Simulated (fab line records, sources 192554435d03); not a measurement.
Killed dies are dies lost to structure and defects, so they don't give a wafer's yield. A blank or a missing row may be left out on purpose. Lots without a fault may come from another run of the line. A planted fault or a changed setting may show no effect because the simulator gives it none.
fab line records | flow n5_finfet
record lots=7 wafers=39
route steps=1938 shown MOL_CONTACT_COAG@613 BEOL_M2@841 BEOL_M4@1037 BEOL_M8@1332
start_h: hours from the record's first day to the start of the lot's first wafer shown | wait_h: hours since the lot's step before | " the same as in the row above | L1.1+2: a row that stands for several wafers | - no value, or no start given | * or withheld: withheld | < > ~ a bound
route shown NAME@n: a module of which the file shows steps, and the number in the route of the first | usual: mean/standard deviation of fault-free wafers | same: alike in all rows | chamber/n: place in a boat | sites: the reading at each site | _std_site: their standard deviation | _edge_site: outer sites' mean less inner sites' | radius_mm: how far each site lies from the wafer's centre | mask NAME#n: copy n | behind: the tool/chamber that last shaped the wafer | hold: why the lot was held/for how many hours/how that ended | device: the transistor (n, p or np) that didn't switch | end of line: the same wafers' tests at the end of the route | a step without rows: its recipe alone | killed: dies lost to structure and defects at the first sort, not the wafer's yield | map: a wafer's dies, x killed, . not, _ none there
set.NAME: the setting as run; set.NAME@STEP: as run at that earlier step | model.NAME: the simulator's own value behind a step, which no gauge read
lots whose settings were changed on purpose; a table a step, a row a wafer
## steps
# step N5_MOL_CONTACT_COAG_ETCHBACK_136
# recipe chemistry=CHF3 target=SiO2 target_depth_a=250 time_s=16.7 ion_energy_ev=200 pressure_mtorr=30 source_w=610 bias_w=170 Ar_flow_sccm=200 CHF3_flow_sccm=50
# columns lot.wafer tool chamber start_h wait_h set.target_depth_a model.SOC_of_MOL_CONTACT_COAG_COAT_62.thk_nm
L075.1 rie_diel-01 1 108.44 0.0 250 57.4
L075.3 " 2 " " 250 57.2
L075.5 " 1 " " 250 57
L077.1 rie_diel-01 3 116.86 0.0 250 57.2
L077.2 " 2 " " 199.8 57.6
L077.3+5 " 1,3 " " 250 57
L077.4 " 2 " " 199.8 57.8
L077.6 " 1 " " 199.8 57.4
L078.1+2+6 rie_diel-01 0,3,2 128.68 0.0 204.3 57.8
L078.3 " 2 " " 250 57.4
L078.4+5 " 1,3 " " 250 57.2
L085.1+3+6 rie_diel-06 0,2,2 169.00 0.0 250 57.2
L085.2+4+5 " 1,3,1 " " 250 57.4
L094.1 rie_diel-03 1 225.77 0.0 250 57.2
L094.2+6 " 0,3 " " 250 57.4
L094.3+4+5 " 3,2,2 " " 250 57.6
L095.1 rie_diel-03 3 233.62 0.0 129.1 58.4
L095.2 " 2 " " 250 57.4
L095.3 " 1 " " 250 57.2
L095.4 " 0 " " 250 57
L095.5 " 2 " " 129.1 58.6
L095.6 " 3 " " 129.1 58.8
L096.1+4 rie_diel-01 3,1 242.90 0.0 129.8 58.8
L096.2 " 0 " " 250 57.6
L096.3+6 " 1,0 " " 250 57.4
L096.5 " 3 " " 129.8 58.6
# step N5_MOL_CONTACT_COAG_STRIP_120
# recipe chemistry=CHF3 resist=SiARC rf_frequency_hz=6e+07
# step N5_MOL_CONTACT_COAG_VIA_ETCH_117
# recipe chemistry=C4F6/O2 target_depth_a=400 overetch_a=80 mask_material=SOC target=SiO2 bias_w=455 pressure_mtorr=10 time_s=26 source_w=325 Ar_flow_sccm=300 C4F6_flow_sccm=10 O2_flow_sccm=10 ion_energy_ev=575.3 ends=end_point
# columns lot.wafer tool chamber start_h wait_h set.target_depth_a@MOL_CONTACT_COAG_ETCHBACK_136 model.MOL_CONTACT_COAG.feature_depth_nm model.etch.depth_nm model.SOC_of_MOL_CONTACT_COAG_COAT_62.thk_nm
L075.1 rie_diel-01 1 108.47 0.0 250 39.8 39.78 51.6
L075.3 " 2 " " 250 40.6 40.57 51.6
L075.5 " 1 " " 250 39.6 39.68 51.2
L077.1 rie_diel-01 3 116.90 0.0 250 40.6 40.63 51.6
L077.2 " 2 " " 199.8 45.8 45.73 52
L077.3 " 1 " " 250 40 40.1 51.2
L077.4 " 2 " " 199.8 45.8 45.75 52.2
L077.5 " 3 " " 250 40.6 40.58 51.4
L077.6 " 1 " " 199.8 44.8 44.88 51.6
L078.1 rie_diel-01 0 128.72 0.0 204.3 44.4 44.46 52
L078.2 " 3 " " 204.3 44.8 44.79 52.2
L078.3 " 2 " " 250 40.6 40.68 51.8
L078.4 " 1 " " 250 39.6 39.65 51.2
L078.5 " 3 " " 250 40.4 40.3 51.4
L078.6 " 2 " " 204.3 45.2 45.14 52
L085.1 rie_diel-06 0 169.03 0.0 250 40.2 40.15 51.6
L085.2 " 1 " " 250 40.4 40.43 51.8
L085.3 " 2 " " 250 39.8 39.78 51.6
L085.4 " 3 " " 250 40.4 40.38 51.6
L085.5 " 1 " " 250 40.6 40.54 51.8
L085.6 " 2 " " 250 39.8 39.86 51.4
L094.1 rie_diel-03 1 225.81 0.0 250 40 40.03 51.4
L094.2 " 0 " " 250 39.8 39.8 51.6
L094.3 " 3 " " 250 40.2 40.26 51.8
L094.4 " 2 " " 250 41 41.07 52
L094.5 " 2 " " 250 41.2 41.19 52
L094.6 " 3 " " 250 40.2 40.23 51.8
L095.1 rie_diel-03 3 233.65 0.0 129.1 47 46.99 52.8
L095.2 " 2 " " 250 41.2 41.17 51.8
L095.3 " 1 " " 250 40.2 40.13 51.6
L095.4 " 0 " " 250 40 40.09 51.4
L095.5 " 2 " " 129.1 45 45.03 53.2
L095.6 " 3 " " 129.1 47 47.03 53
L096.1 rie_diel-01 3 242.93 0.0 129.8 46.8 46.74 53.2
L096.2 " 0 " " 250 39.8 39.86 51.8
L096.3 " 1 " " 250 39.8 39.9 51.6
L096.4 " 1 " " 129.8 48 48.06 53
L096.5 " 3 " " 129.8 46.6 46.54 53
L096.6 " 0 " " 250 39.8 39.79 51.6
# step N5_MOL_CONTACT_COAG_ETCH_124
# recipe chemistry=CH3F/O2 target=SiNx target_depth_a=65 mask_material=SOC stop_on=SiOC over_etch_frac=0.3 ion_energy_ev=120 pressure_mtorr=30 source_w=395 bias_w=73 Ar_flow_sccm=150 CH3F_flow_sccm=30 O2_flow_sccm=20 ends=end_point
# usual oes_product_au=0.67/0.059
# columns lot.wafer tool chamber start_h wait_h set.target_depth_a@MOL_CONTACT_COAG_ETCHBACK_136 oes_product_au model.SOC_of_MOL_CONTACT_COAG_COAT_62.thk_nm
L075.1 rie_diel-01 1 108.50 0.0 250 0.67 48.4
L075.3 " 2 " " 250 0.61 48.8
L075.5 " 1 " " 250 0.67 48.2
L077.1 rie_diel-01 3 116.92 0.0 250 0.79 48.6
L077.2 " 2 " " 199.8 0.56 49
L077.3 " 1 " " 250 0.66 48
L077.4 " 2 " " 199.8 0.57 49.2
L077.5 " 3 " " 250 0.79 48.4
L077.6 " 1 " " 199.8 0.67 48.6
L078.1 rie_diel-01 0 128.74 0.0 204.3 0.75 48.8
L078.2 " 3 " " 204.3 0.78 49.2
L078.3 " 2 " " 250 0.60 48.8
L078.4 " 1 " " 250 0.66 48.2
L078.5 " 3 " " 250 0.79 48.4
L078.6 " 2 " " 204.3 0.59 49
L085.1 rie_diel-06 0 169.06 0.0 250 0.71 48.4
L085.2 " 1 " " 250 0.61 48.8
L085.3 " 2 " " 250 0.71 48.4
L085.4 " 3 " " 250 0.62 48.6
L085.5 " 1 " " 250 0.61 48.8
L085.6 " 2 " " 250 0.70 48.4
L094.1 rie_diel-03 1 225.83 0.0 250 0.65 48.4
L094.2 " 0 " " 250 0.78 48.6
L094.3 " 3 " " 250 0.61 48.8
L094.4 " 2 " " 250 0.61 49
L094.5 " 2 " " 250 0.61 49
L094.6 " 3 " " 250 0.62 48.6
L095.1 rie_diel-03 3 233.68 0.0 129.1 0.27 49.8
L095.2 " 2 " " 250 0.60 49
L095.3 " 1 " " 250 0.64 48.4
L095.4 " 0 " " 250 0.77 48.2
L095.5 " 2 " " 129.1 0.26 50.2
L095.6 " 3 " " 129.1 0.27 50
L096.1 rie_diel-01 3 242.96 0.0 129.8 0.32 50.2
L096.2 " 0 " " 250 0.71 48.6
L096.3 " 1 " " 250 0.63 48.6
L096.4 " 1 " " 129.8 0.28 50
L096.5 " 3 " " 129.8 0.32 50
L096.6 " 0 " " 250 0.71 48.6
# step N5_BEOL_M2_ILD_DEP_00
# recipe material=SiOC target_thk_a=790 temp_c=350 precursor=DEMS/O2 pressure_torr=5 rf_w=500 time_s=15.3
# columns lot.wafer tool chamber start_h wait_h set.target_thk_a model.SiOC_of_BEOL_M2_ILD_DEP_00.thk_nm
L075.1 pecvd-01 0 141.96 0.0 790 77.6
L075.3 " 1 " " 790 78.6
L075.5 " 2 " " 790 78.8
L077.1+3 pecvd-01 0,1 144.87 0.0 790 78.4
L077.2 " 2 " " 790 77.6
L077.4+6 " 0,1 " " 790 79.6
L077.5 " 2 " " 790 79
L078.1 pecvd-01 2 153.95 0.0 790 76.6
L078.2 " 1 " " 790 76.4
L078.3+6 " 0,2 " " 790 77
L078.4+5 " 1,0 " " 790 78
L085.1 pecvd-01 1 197.20 0.0 1041 104.2
L085.2 " 0 " " 790 77.2
L085.3 " 2 " " 790 77.4
L085.4 " 0 " " 1041 105.2
L085.5 " 2 " " 1041 104.6
L085.6 " 1 " " 790 79.6
L094.1 pecvd-01 2 265.17 0.0 1037 103.6
L094.2 " 1 " " 790 79.2
L094.3 " 0 " " 790 78.6
L094.4 " 0 " " 1037 106.4
L094.5 " 2 " " 1037 104.8
L094.6 " 1 " " 790 80
L095.1 pecvd-01 0 274.49 0.0 1143 113
L095.2 " 2 " " 790 77.4
L095.3 " 1 " " 1143 113.4
L095.4 " 0 " " 790 79.2
L095.5 " 2 " " 790 78.8
L095.6 " 1 " " 1143 114.8
L096.1 pecvd-01 1 280.37 0.0 790 77.4
L096.2 " 2 " " 351.9 34.2
L096.3 " 0 " " 351.9 34.6
L096.4 " 2 " " 351.9 34
L096.5 " 1 " " 790 78.2
L096.6 " 0 " " 790 79.4
# step N5_BEOL_M2_THK_MEAS_01
# recipe reads=SiOC_of_BEOL_M2_ILD_DEP_00
# usual M2_ILD_THK=78.9/1.1
# columns lot.wafer tool chamber start_h wait_h set.target_thk_a@BEOL_M2_ILD_DEP_00 M2_ILD_THK[nm]
L075.1 film_metro-02 - 142.02 0.0 790 77.6
L075.3 " - " " 790 78.6
L075.5 " - " " 790 78.9
L077.1 film_metro-02 - 144.93 0.0 790 78.4
L077.2 " - " " 790 77.6
L077.3 " - " " 790 78.4
L077.4 " - " " 790 79.6
L077.5 " - " " 790 79.0
L077.6 " - " " 790 79.7
L078.1 film_metro-01 - 154.01 0.0 790 76.4
L078.2 " - " " 790 76.3
L078.3 " - " " 790 77.0
L078.4 " - " " 790 78.1
L078.5 " - " " 790 78.1
L078.6 " - " " 790 76.9
L085.1 film_metro-02 - 197.27 0.0 1041 104.3
L085.2 " - " " 790 77.2
L085.3 " - " " 790 77.4
L085.4 " - " " 1041 105.2
L085.5 " - " " 1041 104.6
L085.6 " - " " 790 79.6
L094.1 film_metro-02 - 265.23 0.0 1037 103.5
L094.2 " - " " 790 79.2
L094.3 " - " " 790 78.6
L094.4 " - " " 1037 106.5
L094.5 " - " " 1037 104.8
L094.6 " - " " 790 80.0
L095.1 film_metro-01 - 274.55 0.0 1143 113.1
L095.2 " - " " 790 77.4
L095.3 " - " " 1143 113.3
L095.4 " - " " 790 79.1
L095.5 " - " " 790 78.8
L095.6 " - " " 1143 114.9
L096.1 film_metro-01 - 280.44 0.0 790 77.5
L096.2 " - " " 351.9 34.2
L096.3 " - " " 351.9 34.6
L096.4 " - " " 351.9 34.0
L096.5 " - " " 790 78.2
L096.6 " - " " 790 79.4
# step N5_BEOL_M4_DESCUM_16
# recipe chemistry=O2 time_s=7 source_power_w=50 bias_power_w=20 pressure_mtorr=20 rf_frequency_hz=2.712e+07 temp_c=40 resist=CAR-EUV o2_flow_sccm=225
# columns lot.wafer tool chamber start_h wait_h set.time_s model.CAR-EUV_of_BEOL_M4_COAT_05.thk_nm
L075.1+3 rie_diel-06 1,0 160.42 0.0 7 26
L075.5 " 1 " " 7 25.8
L077.1+2+3+6 rie_diel-03 1,2,3,3 171.49 0.0 7 26.2
L077.4+5 " 2,1 " " 7 26.4
L078.1+4+6 rie_diel-01 3,2,3 176.64 0.1 7 26.2
L078.2+5 " 0 " " 8.423 25.4
L078.3 " 1 " " 8.423 25.6
L085.1+2+5 rie_diel-03 0,3,0 220.73 0.0 7 26.2
L085.3+4+6 " 2,1,1 " " 5.283 27.2
L094.1+2 rie_diel-06 0,2 287.08 0.0 7 26.2
L094.3 " 3 " " 7 26
L094.4+5 " 1,0 " " 10.91 24.2
L094.6 " 1 " " 10.91 24
L095.1+2+3+4+6 rie_diel-06 0,3,1,2,3 298.54 0.0 7 26
L095.5 " 0 " " 7 26.2
L096.1 rie_diel-06 0 316.12 0.0 8.238 25.6
L096.2+3 " 3,2 " " 8.238 25.4
L096.4 " 1 " " 7 26
L096.5+6 " 0,3 " " 7 26.2
# step N5_BEOL_M4_ETCH_74
# recipe chemistry=N2/H2 target=underlayer target_depth_a=65 mask_material=CAR-EUV time_s=5.2 ion_energy_ev=200 pressure_mtorr=30 source_w=840 bias_w=150 n2_flow_sccm=200 h2_flow_sccm=200 ends=cleared
# columns lot.wafer tool chamber start_h wait_h set.time_s@BEOL_M4_DESCUM_16 model.CAR-EUV_of_BEOL_M4_COAT_05.thk_nm
L075.1+3 rie_diel-06 1,0 160.45 0.0 7 20.2
L075.5 " 1 " " 7 20
L077.1+2+3+6 rie_diel-03 1,2,3,3 171.52 0.0 7 20.4
L077.4+5 " 2,1 " " 7 20.6
L078.1 rie_diel-01 3 176.67 0.0 7 20.4
L078.2+5 " 0 " " 8.423 19.6
L078.3 " 1 " " 8.423 19.8
L078.4+6 " 2,3 " " 7 20.6
L085.1 rie_diel-03 0 220.76 0.0 7 20.6
L085.2+5 " 3,0 " " 7 20.4
L085.3+4 " 2,1 " " 5.283 21.4
L085.6 " 1 " " 5.283 21.6
L094.1+2 rie_diel-06 0,2 287.12 0.0 7 20.4
L094.3 " 3 " " 7 20.2
L094.4+5+6 " 1,0,1 " " 10.91 18.4
L095.1+2+6 rie_diel-06 0,3,3 298.58 0.0 7 20.2
L095.3+4+5 " 1,2,0 " " 7 20.4
L096.1+3 rie_diel-06 0,2 316.15 0.0 8.238 19.8
L096.2 " 3 " " 8.238 19.6
L096.4+6 " 1,3 " " 7 20.2
L096.5 " 0 " " 7 20.4
# step N5_BEOL_M4_ETCH_63
# recipe chemistry=CF4 target=SiARC target_depth_a=156 mask_material=CAR-EUV time_s=26 ion_energy_ev=80 pressure_mtorr=40 source_w=545 bias_w=36 Ar_flow_sccm=100 cf4_flow_sccm=100 ends=cleared
# columns lot.wafer tool chamber start_h wait_h set.time_s@BEOL_M4_DESCUM_16 model.CAR-EUV_of_BEOL_M4_COAT_05.thk_nm
L075.1+3+5 rie_diel-06 1,0,1 160.47 0.0 7 11
L077.1+2+3+6 rie_diel-03 1,2,3,3 171.54 0.0 7 11.2
L077.4+5 " 2,1 " " 7 11.4
L078.1+4 rie_diel-01 3,2 176.69 0.0 7 11.2
L078.2+3+5 " 0,1,0 " " 8.423 10.4
L078.6 " 3 " " 7 11.4
L085.1 rie_diel-03 0 220.78 0.0 7 11.4
L085.2+5 " 3,0 " " 7 11.2
L085.3+4+6 " 2,1,1 " " 5.283 12.2
L094.1+2 rie_diel-06 0,2 287.13 0.0 7 11.2
L094.3 " 3 " " 7 11
L094.4+5+6 " 1,0,1 " " 10.91 9.2
L095.1+3+4+5 rie_diel-06 0,1,2,0 298.59 0.0 7 11.2
L095.2+6 " 3 " " 7 11
L096.1+3 rie_diel-06 0,2 316.17 0.0 8.238 10.6
L096.2 " 3 " " 8.238 10.4
L096.4+6 " 1,3 " " 7 11
L096.5 " 0 " " 7 11.2
# step N5_BEOL_M4_CVD_47
# recipe material=Co target_thk_a=30 temp_c=withheld precursor=CCTBA/H2 pressure_torr=30 time_s=223.8
# columns lot.wafer tool chamber start_h wait_h set.target_thk_a model.Co_of_BEOL_M4_CVD_47.thk_nm
L075.1+3+5 cvd_co-01 1,0,2 166.48 0.3 30 3
L077.1+2+4+6 cvd_co-02 1,2,2,1 180.09 0.1 30 3
L077.3+5 " 0 " " 30 2.8
L078.1 cvd_co-02 2 182.15 0.0 19.48 1.8
L078.2 " 0 " " 19.48 1.6
L078.3 " 1 " " 30 3
L078.4 " 2 " " 19.48 2
L078.5+6 " 0,1 " " 30 2.8
L085.1+4 cvd_co-02 2 224.31 0.0 45.75 4.6
L085.2 " 1 " " 30 3
L085.3 " 0 " " 45.75 4.4
L085.5+6 " 0,1 " " 30 2.8
L094.1+2 cvd_co-02 0,1 300.96 0.3 30 2.8
L094.3+4+6 " 2,1,0 " " 21.02 2
L094.5 " 2 " " 30 3
L095.1+2 cvd_co-02 2,0 304.60 0.3 30 3
L095.3 " 1 " " 30 2.8
L095.4+5+6 " 1,0,2 " " 18.34 1.8
L096.1+6 cvd_co-01 1,2 338.57 0.0 13.29 1.6
L096.2+5 " 2,1 " " 30 3.2
L096.3 " 0 " " 30 3
L096.4 " 0 " " 13.29 1.2
# step N5_BEOL_M8_ILD_DEP_00
# recipe material=SiCOH_lowk target_thk_a=1797.5 temp_c=300 precursor=DEMS/porogen pressure_torr=5 rf_w=500 time_s=33.4
# columns lot.wafer tool chamber start_h wait_h set.target_thk_a model.SiCOH_lowk_of_BEOL_M8_ILD_DEP_00.thk_nm
L075.1 pecvd-01 1 200.30 0.0 1797.5 177.2
L075.3 " 2 " " 1797.5 174.6
L075.5 " 1 " " 1797.5 180
L077.1 pecvd-01 0 211.51 0.0 1040 99.4
L077.2 " 1 " " 1797.5 178
L077.3+4 " 2,0 " " 1040 100.4
L077.5 " 2 " " 1797.5 178.6
L077.6 " 1 " " 1797.5 180.4
L078.1 pecvd-04 0 212.77 0.0 2862 280.6
L078.2 " 2 " " 2862 285
L078.3 " 1 " " 1797.5 178.6
L078.4 " 2 " " 1797.5 182
L078.5 " 1 " " 2862 288.4
L078.6 " 0 " " 1797.5 179.4
L085.1 pecvd-01 2 276.62 0.0 1797.5 178
L085.2 " 0 " " 1797.5 180.2
L085.3 " 1 " " 1797.5 178.8
L085.4 " 1 " " 1797.5 180.6
L085.5 " 0 " " 1797.5 180.8
L085.6 " 2 " " 1797.5 180.4
L094.1 pecvd-01 1 338.66 0.0 1164 115.4
L094.2 " 2 " " 1797.5 178
L094.3 " 0 " " 1797.5 175.8
L094.4 " 2 " " 1797.5 179.8
L094.5 " 1 " " 1164 117
L094.6 " 0 " " 1164 115.2
L095.1+3 pecvd-04 1,2 342.06 0.0 1187 121.2
L095.2 " 0 " " 1797.5 181
L095.4 " 1 " " 1797.5 184.2
L095.5 " 0 " " 1187 121.4
L095.6 " 2 " " 1797.5 184.6
L096.1 pecvd-01 0 377.06 0.0 1797.5 176.2
L096.2 " 1 " " 1797.5 177.2
L096.3 " 2 " " 1797.5 176.8
L096.4+6 " 0,2 " " 1797.5 179
L096.5 " 1 " " 1797.5 178.6
# step N5_BEOL_M8_CURE_74
# recipe temp_c=385 time_s=240 ambient=He/Ar material=SiCOH_lowk
# columns lot.wafer tool chamber start_h wait_h set.target_thk_a@BEOL_M8_ILD_DEP_00 model.SiCOH_lowk_of_BEOL_M8_ILD_DEP_00.thk_nm
L075.1 uv_cure-03 2 200.37 0.0 1797.5 152.6
L075.3 " 2 " " 1797.5 150.6
L075.5 " 2 " " 1797.5 155.2
L077.1 uv_cure-01 1 211.57 0.0 1040 85.2
L077.2 " 1 " " 1797.5 153.4
L077.3+4 " 1 " " 1040 86.2
L077.5 " 1 " " 1797.5 154
L077.6 " 1 " " 1797.5 155.6
L078.1 uv_cure-02 0 212.83 0.0 2862 243.2
L078.2 " 0 " " 2862 247.4
L078.3 " 0 " " 1797.5 154
L078.4 " 0 " " 1797.5 157
L078.5 " 0 " " 2862 250.4
L078.6 " 0 " " 1797.5 154.6
L085.1 uv_cure-01 0 276.69 0.0 1797.5 153.6
L085.2 " 0 " " 1797.5 155.4
L085.3 " 0 " " 1797.5 154.2
L085.4 " 0 " " 1797.5 155.8
L085.5 " 0 " " 1797.5 156
L085.6 " 0 " " 1797.5 155.6
L094.1 uv_cure-03 2 338.72 0.0 1164 99.2
L094.2 " 2 " " 1797.5 153.4
L094.3 " 2 " " 1797.5 151.4
L094.4 " 2 " " 1797.5 155
L094.5 " 2 " " 1164 100.6
L094.6 " 2 " " 1164 99
L095.1+3+5 uv_cure-03 0 342.13 0.0 1187 104.2
L095.2 " 0 " " 1797.5 156.2
L095.4 " 0 " " 1797.5 158.8
L095.6 " 0 " " 1797.5 159.4
L096.1 uv_cure-01 1 377.25 0.2 1797.5 152
L096.2 " 1 " " 1797.5 152.8
L096.3 " 1 " " 1797.5 152.4
L096.4+6 " 1 " " 1797.5 154.4
L096.5 " 1 " " 1797.5 154
# step N5_BEOL_M8_THK_MEAS_01
# recipe reads=SiCOH_lowk_of_BEOL_M8_ILD_DEP_00
# usual M8_ILD_THK=154.2/2.4
# columns lot.wafer tool chamber start_h wait_h set.target_thk_a@BEOL_M8_ILD_DEP_00 M8_ILD_THK[nm]
L075.1 film_metro-01 - 200.88 0.4 1797.5 152.8
L075.3 " - " " 1797.5 150.6
L075.5 " - " " 1797.5 155.3
L077.1 film_metro-01 - 212.08 0.4 1040 85.3
L077.2 " - " " 1797.5 153.4
L077.3 " - " " 1040 86.2
L077.4 " - " " 1040 86.1
L077.5 " - " " 1797.5 153.9
L077.6 " - " " 1797.5 155.6
L078.1 film_metro-02 - 213.35 0.4 2862 243.3
L078.2 " - " " 2862 247.3
L078.3 " - " " 1797.5 153.9
L078.4 " - " " 1797.5 157.0
L078.5 " - " " 2862 250.3
L078.6 " - " " 1797.5 154.5
L085.1 film_metro-01 - 277.20 0.4 1797.5 153.6
L085.2 " - " " 1797.5 155.4
L085.3 " - " " 1797.5 154.2
L085.4 " - " " 1797.5 155.6
L085.5 " - " " 1797.5 155.9
L085.6 " - " " 1797.5 155.5
L094.1 film_metro-02 - 339.23 0.4 1164 99.2
L094.2 " - " " 1797.5 153.5
L094.3 " - " " 1797.5 151.5
L094.4 " - " " 1797.5 155.0
L094.5 " - " " 1164 100.5
L094.6 " - " " 1164 98.9
L095.1 film_metro-01 - 342.65 0.4 1187 104.1
L095.2 " - " " 1797.5 156.1
L095.3 " - " " 1187 104.2
L095.4 " - " " 1797.5 158.9
L095.5 " - " " 1187 104.3
L095.6 " - " " 1797.5 159.3
L096.1 film_metro-01 - 377.76 0.4 1797.5 152.1
L096.2 " - " " 1797.5 152.7
L096.3 " - " " 1797.5 152.4
L096.4 " - " " 1797.5 154.5
L096.5 " - " " 1797.5 154.1
L096.6 " - " " 1797.5 154.4
## key
split step=N5_MOL_CONTACT_COAG_ETCHBACK_136 setting=target_depth_a stated=250 by=wafer
response step=N5_MOL_CONTACT_COAG_ETCHBACK_136 reading=model.SOC_of_MOL_CONTACT_COAG_COAT_62.thk_nm change=-0.0277 per=1% r=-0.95
response step=N5_MOL_CONTACT_COAG_VIA_ETCH_117 reading=model.MOL_CONTACT_COAG.feature_depth_nm change=-0.153 per=1% r=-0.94
response step=N5_MOL_CONTACT_COAG_VIA_ETCH_117 reading=model.etch.depth_nm change=-0.152 per=1% r=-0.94
response step=N5_MOL_CONTACT_COAG_VIA_ETCH_117 reading=model.SOC_of_MOL_CONTACT_COAG_COAT_62.thk_nm change=-0.0291 per=1% r=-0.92
response step=N5_MOL_CONTACT_COAG_ETCH_124 reading=oes_product_au change=+0.00744 per=1% r=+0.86
response step=N5_MOL_CONTACT_COAG_ETCH_124 reading=model.SOC_of_MOL_CONTACT_COAG_COAT_62.thk_nm change=-0.0303 per=1% r=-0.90
split step=N5_BEOL_M2_ILD_DEP_00 setting=target_thk_a stated=790 by=wafer
response step=N5_BEOL_M2_ILD_DEP_00 reading=model.SiOC_of_BEOL_M2_ILD_DEP_00.thk_nm change=+0.803 per=1% r=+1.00
response step=N5_BEOL_M2_THK_MEAS_01 reading=M2_ILD_THK change=+0.803 per=1% r=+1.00
split step=N5_BEOL_M4_DESCUM_16 setting=time_s stated=7 by=wafer
response step=N5_BEOL_M4_DESCUM_16 reading=model.CAR-EUV_of_BEOL_M4_COAT_05.thk_nm change=-0.0366 per=1% r=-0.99
response step=N5_BEOL_M4_ETCH_74 reading=model.CAR-EUV_of_BEOL_M4_COAT_05.thk_nm change=-0.0359 per=1% r=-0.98
response step=N5_BEOL_M4_ETCH_63 reading=model.CAR-EUV_of_BEOL_M4_COAT_05.thk_nm change=-0.0355 per=1% r=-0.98
split step=N5_BEOL_M4_CVD_47 setting=target_thk_a stated=30 by=wafer
response step=N5_BEOL_M4_CVD_47 reading=model.Co_of_BEOL_M4_CVD_47.thk_nm change=+0.0303 per=1% r=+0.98
split step=N5_BEOL_M8_ILD_DEP_00 setting=target_thk_a stated=1797.5 by=wafer
response step=N5_BEOL_M8_ILD_DEP_00 reading=model.SiCOH_lowk_of_BEOL_M8_ILD_DEP_00.thk_nm change=+1.8 per=1% r=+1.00
response step=N5_BEOL_M8_CURE_74 reading=model.SiCOH_lowk_of_BEOL_M8_ILD_DEP_00.thk_nm change=+1.57 per=1% r=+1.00
response step=N5_BEOL_M8_THK_MEAS_01 reading=M8_ILD_THK change=+1.57 per=1% r=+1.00
